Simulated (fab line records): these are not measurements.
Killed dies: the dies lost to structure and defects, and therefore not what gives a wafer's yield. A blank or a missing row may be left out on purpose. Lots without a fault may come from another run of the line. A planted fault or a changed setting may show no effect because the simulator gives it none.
Chamber matching / flow n5-finfet / N5_MIM_BOT_ETCH_ETCH_04 on rie-diel-06: 4 sister chambers
The step etches SiNx in CF4/O2, target depth 26 nm, time 13 s. 22 wafers are shown with their chamber, then 11 later ones without.

WAFERS PAIRED WITH THEIR CHAMBERS
wafer=L076.1; chamber=2; drypump-motor-current-A (A)=6.3; throttle-valve-pct (%)=15.68; showerhead-plenum-p-Torr (Torr)=2.33
wafer=L076.2; chamber=3; drypump-motor-current-A (A)=5.6; throttle-valve-pct (%)=15.88; showerhead-plenum-p-Torr (Torr)=2.16
wafer=L076.3; chamber=1; drypump-motor-current-A (A)=5.2; throttle-valve-pct (%)=16.46; showerhead-plenum-p-Torr (Torr)=2.27
wafer=L076.4; chamber=0; drypump-motor-current-A (A)=5.7; throttle-valve-pct (%)=15.90; showerhead-plenum-p-Torr (Torr)=2.33
wafer=L076.5; chamber=3; drypump-motor-current-A (A)=5.6; throttle-valve-pct (%)=15.88; showerhead-plenum-p-Torr (Torr)=2.16
wafer=L076.6; chamber=0; drypump-motor-current-A (A)=5.7; throttle-valve-pct (%)=15.88; showerhead-plenum-p-Torr (Torr)=2.33
wafer=L079.2; chamber=1; drypump-motor-current-A (A)=5.2; throttle-valve-pct (%)=16.47; showerhead-plenum-p-Torr (Torr)=2.27
wafer=L079.3; chamber=0; drypump-motor-current-A (A)=5.7; throttle-valve-pct (%)=15.90; showerhead-plenum-p-Torr (Torr)=2.33
wafer=L079.6; chamber=3; drypump-motor-current-A (A)=5.6; throttle-valve-pct (%)=15.87; showerhead-plenum-p-Torr (Torr)=2.16
wafer=L080.2; chamber=1; drypump-motor-current-A (A)=5.2; throttle-valve-pct (%)=16.47; showerhead-plenum-p-Torr (Torr)=2.26
wafer=L080.3; chamber=3; drypump-motor-current-A (A)=5.6; throttle-valve-pct (%)=15.90; showerhead-plenum-p-Torr (Torr)=2.16
wafer=L080.4; chamber=3; drypump-motor-current-A (A)=5.6; throttle-valve-pct (%)=15.87; showerhead-plenum-p-Torr (Torr)=2.16
wafer=L083.1; chamber=1; drypump-motor-current-A (A)=5.1; throttle-valve-pct (%)=16.49; showerhead-plenum-p-Torr (Torr)=2.26
wafer=L083.5; chamber=1; drypump-motor-current-A (A)=5.1; throttle-valve-pct (%)=16.49; showerhead-plenum-p-Torr (Torr)=2.26
wafer=L083.6; chamber=0; drypump-motor-current-A (A)=5.7; throttle-valve-pct (%)=15.91; showerhead-plenum-p-Torr (Torr)=2.33
wafer=L084.1; chamber=1; drypump-motor-current-A (A)=5.2; throttle-valve-pct (%)=16.49; showerhead-plenum-p-Torr (Torr)=2.26
wafer=L084.5; chamber=2; drypump-motor-current-A (A)=6.3; throttle-valve-pct (%)=15.71; showerhead-plenum-p-Torr (Torr)=2.33
wafer=L084.6; chamber=1; drypump-motor-current-A (A)=5.1; throttle-valve-pct (%)=16.47; showerhead-plenum-p-Torr (Torr)=2.26
wafer=L086.1; chamber=2; drypump-motor-current-A (A)=6.3; throttle-valve-pct (%)=15.72; showerhead-plenum-p-Torr (Torr)=2.32
wafer=L086.2; chamber=0; drypump-motor-current-A (A)=5.7; throttle-valve-pct (%)=15.94; showerhead-plenum-p-Torr (Torr)=2.32
wafer=L086.3; chamber=3; drypump-motor-current-A (A)=5.6; throttle-valve-pct (%)=15.93; showerhead-plenum-p-Torr (Torr)=2.15
wafer=L086.4; chamber=0; drypump-motor-current-A (A)=5.7; throttle-valve-pct (%)=15.93; showerhead-plenum-p-Torr (Torr)=2.32

SIGNATURES, as means of the wafers listed above
reading=drypump-motor-current-A; chamber 0=5.700; chamber 1=5.157; chamber 2=6.300; chamber 3=5.600; scatter within a chamber=0.0309
reading=throttle-valve-pct; chamber 0=15.9100; chamber 1=16.4771; chamber 2=15.7033; chamber 3=15.8883; scatter within a chamber=0.0196
reading=showerhead-plenum-p-Torr; chamber 0=2.3267; chamber 1=2.2629; chamber 2=2.3267; chamber 3=2.1583; scatter within a chamber=0.00487
Rule: for each reading, subtract the chamber's mean from the wafer's reading, divide by that reading's scatter and square the result; add these up over the readings and take the root, which gives the wafer's distance from the chamber. If the next closest chamber is less than 2 further off than the closest, the wafer can't be placed; otherwise it belongs to the closest. The scatter: take each reading less its chamber's mean, square it, sum over the shown wafers, divide by the number of wafers less the number of chambers, and take the root.

WAFERS WITHOUT THEIR CHAMBER
wafer=L086.5; drypump-motor-current-A (A)=6.3; throttle-valve-pct (%)=15.72; showerhead-plenum-p-Torr (Torr)=2.32
wafer=L086.6; drypump-motor-current-A (A)=5.6; throttle-valve-pct (%)=15.93; showerhead-plenum-p-Torr (Torr)=2.15
wafer=L087.2; drypump-motor-current-A (A)=5.6; throttle-valve-pct (%)=15.93; showerhead-plenum-p-Torr (Torr)=2.15
wafer=L087.4; drypump-motor-current-A (A)=5.6; throttle-valve-pct (%)=15.91; showerhead-plenum-p-Torr (Torr)=2.15
wafer=L087.5; drypump-motor-current-A (A)=5.7; throttle-valve-pct (%)=15.95; showerhead-plenum-p-Torr (Torr)=2.32
wafer=L091.2; drypump-motor-current-A (A)=5.6; throttle-valve-pct (%)=15.94; showerhead-plenum-p-Torr (Torr)=2.15
wafer=L091.5; drypump-motor-current-A (A)=6.3; throttle-valve-pct (%)=15.74; showerhead-plenum-p-Torr (Torr)=2.32
wafer=L091.6; drypump-motor-current-A (A)=5.6; throttle-valve-pct (%)=15.95; showerhead-plenum-p-Torr (Torr)=2.15
wafer=L095.4; drypump-motor-current-A (A)=6.3; throttle-valve-pct (%)=15.79; showerhead-plenum-p-Torr (Torr)=2.31
wafer=L095.5; drypump-motor-current-A (A)=5.2; throttle-valve-pct (%)=16.04; showerhead-plenum-p-Torr (Torr)=2.25
wafer=L095.6; drypump-motor-current-A (A)=6.3; throttle-valve-pct (%)=15.78; showerhead-plenum-p-Torr (Torr)=2.31

EACH ONE'S CHAMBER
wafer=L086.5; from the rows above=2; in truth=2
wafer=L086.6; from the rows above=3; in truth=3
wafer=L087.2; from the rows above=3; in truth=3
wafer=L087.4; from the rows above=3; in truth=3
wafer=L087.5; from the rows above=0; in truth=0
wafer=L091.2; from the rows above=3; in truth=3
wafer=L091.5; from the rows above=2; in truth=2
wafer=L091.6; from the rows above=3; in truth=3
wafer=L095.4; from the rows above=2; in truth=2
wafer=L095.5; from the rows above=can't be placed: 1 or 0 or 3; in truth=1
wafer=L095.6; from the rows above=2; in truth=2
Correct placement for 10 of the 11. Not placeable from these rows: 1 (in 1, the candidates include the true chamber). Placed wrongly: 0.
